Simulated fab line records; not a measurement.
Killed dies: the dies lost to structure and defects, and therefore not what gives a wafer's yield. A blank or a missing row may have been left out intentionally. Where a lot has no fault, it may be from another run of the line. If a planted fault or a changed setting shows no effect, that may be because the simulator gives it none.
A struck lot beside a sound one | flow n5-finfet | 23 steps out of a route of 1938
Sound: the wafers L634.3, L634.4, L634.5. Struck: wafers L630.1, L630.2, L630.4. The cause is named last.
Order at every step that has rows: each side's tool, ch and its chambers, its first start. Under that, the readings that differ: sound wafers | struck wafers | difference of the means | sigmas: that difference in standard deviations of wafers without a fault.
alike: words and numbers the same on both sides, and readings whose means are apart by under 2 such deviations; not compared: readings that were withheld, readings missing a value for some wafer, numbers with overlapping values and no deviation given by the record, and bounds like >300 which may hide the same value.
A row with sigmas, a row that says differs or no value, or rows on one side alone: a step with any of these is where the two part. Numbers that have no deviation but don't overlap get no sigmas and don't part them. A reading that every wafer of one side lacks parts them only if that side has two wafers or more.

first, 8 steps without rows for these wafers: N5_BEOL_M3_PRE_CLEAN_60 (time 15 s); N5_BEOL_M3_CO_CAP_55 (material Co, precursor CCTBA/H2, target thk 2 nm, time 102.1 s); N5_BEOL_M3_PRE_CLEAN_56 (time 15 s); N5_BEOL_M3_DEP_57 (deposits SiCN from 3MS/NH3, target thk 8 nm, time 14 s); N5_BEOL_M4_ILD_DEP_00 (deposits SiOC from DEMS/O2, target thk 79 nm, time 15.3 s); N5_BEOL_M4_PECVD_72 (deposits SiO2 from TEOS/O2, target thk 16 nm, time 18 s); N5_BEOL_M4_HM_DEP_02 (deposits TiN, target thk 20 nm); N5_BEOL_M4_COAT_61 (time 60 s, resist thk 60 nm).
N5_BEOL_M4_COAT_62: time 60 s, resist thk 12 nm.
  sound on litho-track-02 ch 0, day 14 10:32; struck on litho-track-05 ch 0, day 14 06:18
  reading                                    | sound                | struck               | difference | sigmas
  spin-speed-rpm (rpm)                       | 1500.3 1500.7 1497.4 | 1656.0 1655.3 1656.3 | +156.4     | +99 or more
  model.SiARC_of_BEOL_M4_COAT_62.thk-nm (nm) | 12 12 12             | 11.4 11.4 11.4       | -0.6       |
  alike: heater-power-total-W, plate-temp-C
then, 9 steps without rows for these wafers: N5_BEOL_M4_COAT_73 (time 60 s, resist thk 5 nm); N5_BEOL_M4_COAT_05 (resist thk 30 nm); N5_BEOL_M4_EBR_07; N5_BEOL_M4_SOFTBAKE_06 (time 60 s); N5_BEOL_M4_EXPOSE_08 (exposes mask M4); N5_BEOL_M4_PEB_09 (peb time 60 s); N5_BEOL_M4_DEVELOP_10 (develop time 30 s); N5_BEOL_M4_DESCUM_16 (chemistry O2, time 7 s); N5_BEOL_M4_ETCH_74 (etches underlayer in N2/H2, target depth 6.5 nm, time 5.2 s).
N5_BEOL_M4_ETCH_63: etches SiARC in CF4, target depth 15.6 nm, time 26 s.
  sound on rie-diel-02 ch 0,1,2, day 14 11:10; struck on rie-diel-02 ch 0,1,3, day 14 06:44
  reading                                      | sound             | struck            | difference | sigmas
  etch-rf-on-time-s (s)                        | 26.38 26.45 25.95 | 25.32 24.71 24.46 | -1.43      | -5
  model.etch.depth-nm (nm)                     | 12.01 12 12.03    | 11.5 11.48 11.45  | -0.5       |
  model.CAR-EUV_of_BEOL_M4_COAT_05.thk-nm (nm) | 11.2 11 11        | 11.4 11.6 11.6    | +0.5       |
  alike: drypump-motor-current-A, oes-product-au, rf-vpp-V, showerhead-plenum-p-Torr, throttle-valve-pct
  not compared: rf-hours-counter-h
N5_BEOL_M4_ETCH_64: etches SOC in N2/H2, target depth 75 nm, overetch 22.5 nm, time 121.9 s.
  sound on rie-diel-02 ch 0,1,2, day 14 11:12; struck on rie-diel-02 ch 0,1,3, day 14 06:46
  reading                                    | sound       | struck      | difference | sigmas
  model.SiARC_of_BEOL_M4_COAT_62.thk-nm (nm) | 6.2 6.4 6.2 | 5.8 5.6 5.6 | -0.6       |
  alike: drypump-motor-current-A, oes-product-au, rf-vpp-V, showerhead-plenum-p-Torr, throttle-valve-pct
  not compared: rf-hours-counter-h
then, 1 step without rows for these wafers: N5_BEOL_M4_STRIP_65 (strips in N2/H2).
N5_BEOL_M4_RC_MEAS_101:
  sound on prober-01 ch 0, day 15 12:01; struck on prober-01 ch 0, day 14 15:13
  reading       | sound          | struck         | difference | sigmas
  SS_N (mV/dec) | 70.8 70.9 70.8 | 72.1 71.5 72.1 | +1.1       | +2
  SS_P (mV/dec) | 72.2 72.2 72.6 | 73.0 73.9 73.8 | +1.2       | +2
  alike: DIBL_N, DIBL_P, IOFF_N, IOFF_P, ION_N, ION_P, VT_N, VT_P
then, 1 step without rows for these wafers: N5_PASSIVATION_PROBE_49.

WHERE THEY PART
First at N5_BEOL_M4_COAT_62; last, within this record, at N5_BEOL_M4_RC_MEAS_101.

WHY: what the simulator had put in
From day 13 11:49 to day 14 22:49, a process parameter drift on litho-track-05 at N5_BEOL_M4_COAT_62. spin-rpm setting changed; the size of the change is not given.
